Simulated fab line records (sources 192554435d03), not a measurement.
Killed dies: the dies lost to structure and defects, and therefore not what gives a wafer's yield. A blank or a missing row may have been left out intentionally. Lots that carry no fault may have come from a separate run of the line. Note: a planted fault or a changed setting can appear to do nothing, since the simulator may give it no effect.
Split-lot experiment -- flow n5_finfet -- 21 wafers read from 7 lots, route of 1938 steps

## SPLIT DETAILS
At N5_BEOL_M5_COAT_71 (time 60 s, resist thk 5 nm), the setting spin_rpm was moved away from the recipe's 1500 rpm on 8 of the 21 wafers read, by -10.9% to +8.5%. For the rest of the wafers, this setting stayed at what the recipe calls for.

## FROM THE SPLIT TO THE READING: what the file shows between them, 3 steps
- N5_BEOL_M5_COAT_05: resist thk 30 nm
- N5_BEOL_M5_EBR_07
- N5_BEOL_M5_DESCUM_16: chemistry O2, time 7 s

## THE READING
etch.depth_nm (the simulator's own value, which no gauge read), in nm, at N5_BEOL_M5_ETCH_72 (etches underlayer in N2/H2, target depth 6.5 nm, time 5.2 s). The file does not state a usual value for it. The 13 wafers here that ran the recipe average 5.006 nm, standard deviation 0.024 nm.

wafer,"tool, chamber at the split","spin_rpm as run, rpm",against the recipe,"etch.depth_nm, nm",against lot-mates on the recipe
L076.2,"litho_track-03, 0",1500,recipe,5.026,-
L076.5,"litho_track-03, 0",1453,-3.1%,5.108,+0.082
L076.6,"litho_track-03, 0",1453,-3.1%,5.099,+0.073
L077.1,"litho_track-03, 0",1500,recipe,5.03,-
L077.5,"litho_track-03, 0",1500,recipe,5.03,-
L077.3,"litho_track-03, 0",1500,recipe,5.039,-
L083.3,"litho_track-01, 0",1571,+4.7%,4.86,-0.115
L083.5,"litho_track-01, 0",1500,recipe,4.968,-
L083.6,"litho_track-01, 0",1500,recipe,4.982,-
L084.2,"litho_track-05, 0",1337,-10.9%,5.294,+0.290
L084.5,"litho_track-05, 0",1500,recipe,5.004,-
L084.6,"litho_track-05, 0",1337,-10.9%,5.29,+0.286
L088.4,"litho_track-03, 0",1500,recipe,5.031,-
L088.5,"litho_track-03, 0",1399,-6.7%,5.206,+0.175
L088.6,"litho_track-03, 0",1399,-6.7%,5.204,+0.173
L095.2,"litho_track-01, 0",1500,recipe,4.98,-
L095.5,"litho_track-01, 0",1627,+8.5%,4.794,-0.182
L095.6,"litho_track-01, 0",1500,recipe,4.971,-
L097.3,"litho_track-05, 0",1500,recipe,5.003,-
L097.4,"litho_track-05, 0",1500,recipe,4.997,-
L097.5,"litho_track-05, 0",1500,recipe,5.014,-

THE FIT
A straight line over all 21 wafers: etch.depth_nm changes by -0.0271 nm for each +1% of spin_rpm; r = -0.99; the points scatter about the line by 0.022 nm.
The same after taking each lot's own level away (the mean of its wafers on the recipe; 21 wafers): -0.0251 nm for each +1%; r = -1.00; scatter 0.0093 nm.
According to that fit, moving spin_rpm by its largest amount changes the reading by 0.27 nm.
From 4.9750 to 5.0330 nm: that is the span of the lots' own levels, equal to 2.4 times the standard deviation above.
Hence the lot-to-lot level has little effect on the slope; both slopes agree.
Check: +0.271 nm against its lot-mates is what the line predicts for one of the wafers moved furthest among these (-10.9%) when that wafer is left out of the fit. Against them it came out at +0.29 nm.

## THESE WAFERS: OTHER SPLITS
Before the reading, these wafers also passed through other splits. Each is held against what the fit with the lots' levels taken away leaves over:
other split on the same wafers,wafers away from the commonest value,r with etch.depth_nm (lot level and that fit taken away)
N5_BEOL_M0_TRENCH_ETCH_107 target_depth_a,7,+0.10
N5_BEOL_M1_ETCH_64 source_w,5,+0.07
N5_BEOL_M2_ILD_DEP_00 time_s,6,-0.26
N5_BEOL_M2_COAT_62 spin_rpm,7,-0.28
N5_BEOL_M3_DESCUM_33 time_s,9,+0.42

## THE FILE'S OWN FIT
etch.depth_nm changes by -0.0248 nm for each +1% of spin_rpm, r = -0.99.
